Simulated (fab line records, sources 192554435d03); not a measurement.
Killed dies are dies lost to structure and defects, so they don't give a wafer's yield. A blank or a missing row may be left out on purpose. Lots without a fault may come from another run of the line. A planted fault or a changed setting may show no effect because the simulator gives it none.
Split-lot experiment | flow n5_finfet | 7 lots, 21 wafers read, on a route of 1938 steps

THE SPLIT
At N5_MOL_CONTACT_COAG_ETCHBACK_136 (etches SiO2 in CHF3, target depth 25 nm, time 16.7 s), the setting target_depth_a was moved away from the recipe's 250 angstrom on 10 of the 21 wafers read, by -9.8% to +9.0%. The other wafers ran this setting at the recipe's value.

The file shows no step between the split and the reading.

THE READING
MOL_CONTACT_COAG.feature_depth_nm (the simulator's own value, which no gauge read), in nm, at N5_MOL_CONTACT_COAG_VIA_ETCH_117 (etches SiO2 in C4F6/O2, target depth 40 nm, overetch 8 nm, time 26 s). The file gives no usual value for it. The 11 wafers here that ran the recipe average 39.8 nm, standard deviation 0.3 nm.

wafer  | tool, chamber at the split | target_depth_a as run, angstrom | against the recipe | MOL_CONTACT_COAG.feature_depth_nm, nm | against lot-mates on the recipe
L082.1 | rie_diel-06, 3,0           | 241.2                           | -3.5%              | 40.8                                  | +0.8
L082.2 | rie_diel-06, 3,0           | 241.2                           | -3.5%              | 41.2                                  | +1.2
L082.6 | rie_diel-06, 3             | 250                             | recipe             | 40                                    | -
L083.1 | rie_diel-04, 1             | 250                             | recipe             | 39.6                                  | -
L083.4 | rie_diel-04, 2             | 258.5                           | +3.4%              | 39.8                                  | +0.2
L083.6 | rie_diel-04, 2             | 258.5                           | +3.4%              | 39.6                                  | +0.0
L087.1 | rie_diel-04, 1,3           | 250                             | recipe             | 39.6                                  | -
L087.4 | rie_diel-04, 1             | 272.6                           | +9.0%              | 37.4                                  | -2.2
L087.6 | rie_diel-04, 1,3           | 250                             | recipe             | 39.6                                  | -
L090.2 | rie_diel-06, 1,0,0         | 250                             | recipe             | 39.8                                  | -
L090.5 | rie_diel-06, 1,0,0         | 250                             | recipe             | 39.8                                  | -
L090.3 | rie_diel-06, 1,0,0         | 250                             | recipe             | 39.4                                  | -
L092.1 | rie_diel-06, 0,3           | 250                             | recipe             | 39.8                                  | -
L092.3 | rie_diel-06, 0,3           | 250                             | recipe             | 40                                    | -
L092.5 | rie_diel-06, 3             | 225.4                           | -9.8%              | 42.6                                  | +2.7
L093.3 | rie_diel-04, 2,3           | 233.3                           | -6.7%              | 42.2                                  | +1.6
L093.4 | rie_diel-04, 2,3           | 233.3                           | -6.7%              | 41                                    | +0.4
L093.6 | rie_diel-04, 2             | 250                             | recipe             | 40.6                                  | -
L094.1 | rie_diel-06, 2             | 236.6                           | -5.4%              | 42.4                                  | +2.6
L094.5 | rie_diel-06, 2             | 236.6                           | -5.4%              | 42.4                                  | +2.6
L094.6 | rie_diel-06, 1             | 250                             | recipe             | 39.8                                  | -
Where a row lists several chambers, the file gives one row for several wafers and doesn't say which wafer went through which chamber.

THE FIT
A straight line over all 21 wafers: MOL_CONTACT_COAG.feature_depth_nm changes by -0.281 nm for each +1% of target_depth_a; r = -0.92; the points scatter about the line by 0.5 nm.
The same after taking each lot's own level away (the mean of its wafers on the recipe; 21 wafers): -0.24 nm for each +1%; r = -0.87; scatter 0.57 nm.
On that fit, the largest move of target_depth_a shifts the reading by 2.4 nm.
The lots' own levels span 39.60 to 40.60 nm, that is 3.3 times the standard deviation above.
So the lot-to-lot level changes the slope: the two fits differ.
Check: with one of the wafers moved furthest among these (-9.8%) left out of the fit, the line predicts +2.49 nm for it against its lot-mates. It came out at +2.7 nm against them.

OTHER SPLITS ON THESE WAFERS
These wafers also went through other splits before the reading. Each is held against what the fit with the lots' levels taken away leaves over:
other split on the same wafers      | wafers away from the commonest value | r with MOL_CONTACT_COAG.feature_depth_nm (lot level and that fit taken away)
N5_MOL_CONTACT_COAG_ETCH_105 bias_w | 7                                    | -0.02

THE WHOLE CHAIN: every reading that the file lists as answering this split, in the file's order
step                             | what it does                                                         | reading                                                                            | change (the file's fit)               | r (the file's)
N5_MOL_CONTACT_COAG_VIA_ETCH_117 | etches SiO2 in C4F6/O2, target depth 40 nm, overetch 8 nm, time 26 s | etch.depth_nm (the simulator's own value, which no gauge read)                     | -0.256 nm for each +1% of the setting | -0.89
N5_MOL_CONTACT_COAG_VIA_ETCH_117 | etches SiO2 in C4F6/O2, target depth 40 nm, overetch 8 nm, time 26 s | MOL_CONTACT_COAG.feature_depth_nm (the simulator's own value, which no gauge read) | -0.255 nm for each +1% of the setting | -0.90

THE FILE'S OWN FIT
MOL_CONTACT_COAG.feature_depth_nm changes by -0.255 nm for each +1% of target_depth_a, r = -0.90.
